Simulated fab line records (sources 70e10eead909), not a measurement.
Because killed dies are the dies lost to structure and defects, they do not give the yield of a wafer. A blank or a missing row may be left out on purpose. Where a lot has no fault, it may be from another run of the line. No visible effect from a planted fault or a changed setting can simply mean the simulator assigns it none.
Problem report, 8D (eight disciplines) form, completed by code	flow nand-harc	the parts of the form that need people (team, actions taken, sign-off) are left out

== 1. WHAT IS WRONG ==
NHARC_END_SORT_01, killed-at-array: mean 671 over 1 wafer from 1 lot; wafers with no fault: 59, standard deviation 20. That puts it +31 standard deviations away from the usual mean.
Earliest sighting: wafer L418.3 on prober-01 at day 26 11:28. The record holds 3 wafers of 1 lot with a number at this step. Rule for "out" (also "out of limits"): further than 4 standard deviations from the usual mean. The rest of the wafers with a number are treated as sound.

== 2. WHAT THIS IS AND IS NOT ==
question	is	is not
which readings at this step	killed-at-array, killed-dies	killed-at-other, killed-at-periphery, killed-open, killed-short
which lots	L418	-
which wafers of those lots	L418.3	L418.1, L418.5
read on which gauges	prober-01	-
when	from day 26 11:28	up to then (1 sound wafer); but 1 sound wafer of L418 came after

== 3. THE SUSPECTS, EACH WITH WHAT RULES IT OUT ==
Counting: a tool at a process step up to the reading stays a suspect if it ran every lot that is out. Sound lots after the first of them don't rule it out here, since some wafers of a struck lot are sound.
- the gauge at NHARC_END_SORT_01 has been ruled out. All the wafers that are out were read on prober-01, but those of them that NHARC_A_CONTACT_ETCH_51 has rows for are out there too, on other tools.
- rie-diel-07 at NHARC_A_CONTACT_DESCUM_47 (chemistry O2, time 3 s): kept. It ran the lot that is out, L418 (day 23 15:15).
- rie-diel-07 at NHARC_A_CONTACT_ETCH_51 (etches the open film in O2/COS, target depth 7000 nm, time 1820 s): kept. It ran the lot that is out, L418 (day 23 16:14). Its own oes-product-au readings are out on those wafers.
- har-cap-etch-01 at NHARC_A_CONTACT_ETCH_119 (etches the open film in C4F8/O2/Ar, time 190 s, target depth 1850 nm): kept. It ran the lot that is out, L418 (day 23 18:35).
- At NHARC_A_CONTACT_DESCUM_47, inside rie-diel-07: chamber 1 took the wafers that are out, while their sound lot-mates went through chambers 2, 3.
- At NHARC_A_CONTACT_ETCH_51, inside rie-diel-07: chamber 0 took the wafers that are out, while their sound lot-mates went through chambers 2, 3.
The count leaves rie-diel-07 at NHARC_A_CONTACT_DESCUM_47, rie-diel-07 at NHARC_A_CONTACT_ETCH_51, and har-cap-etch-01 at NHARC_A_CONTACT_ETCH_119.

== 4. THE CAUSE (what the simulator had put in) ==
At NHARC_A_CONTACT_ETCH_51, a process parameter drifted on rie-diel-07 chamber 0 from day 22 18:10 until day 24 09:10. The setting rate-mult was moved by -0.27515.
Counting left 3 suspects, and this tool is among them.

== 5. THE CHAIN OF EFFECTS, in route order ==
One row per reading whose mean, taken over the struck wafers that have a number, lies over 3 standard deviations from the usual. Readings are gone through only where the record gives a usual standard deviation; hours: the median, over the lots, of the time from a lot's start at the first step in this table giving one to that lot's start at this step; sigmas: the change measured in usual standard deviations.
hours	step	reading	usual	on struck wafers	change	sigmas
0	NHARC_A_CONTACT_ETCH_51	oes-product-au	1.001 a.u.	0.831	-0.170	-12
67	NHARC_END_SORT_01	killed-at-array	59	671	+612	+31
67	NHARC_END_SORT_01	killed-dies	64	675	+611	+29
Process steps it contains:
- NHARC_A_CONTACT_ETCH_51: etches the open film in O2/COS, target depth 7000 nm, time 1820 s.

== 6. WHAT WOULD HAVE CAUGHT IT SOONER ==
In this record the first reading out of limits at a measuring or inspecting step was taken at day 26 11:28, 89 hours after the fault began at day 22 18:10.
The tool's own readings at NHARC_A_CONTACT_ETCH_51 were out on every struck wafer that the step has a row for (oes-product-au): an alarm limit on them would have fired on the first of those.
All the lots that are out (1) had begun NHARC_A_CONTACT_ETCH_51 on rie-diel-07 by day 26 11:28. A hold on the tool at that time would have spared none of them.
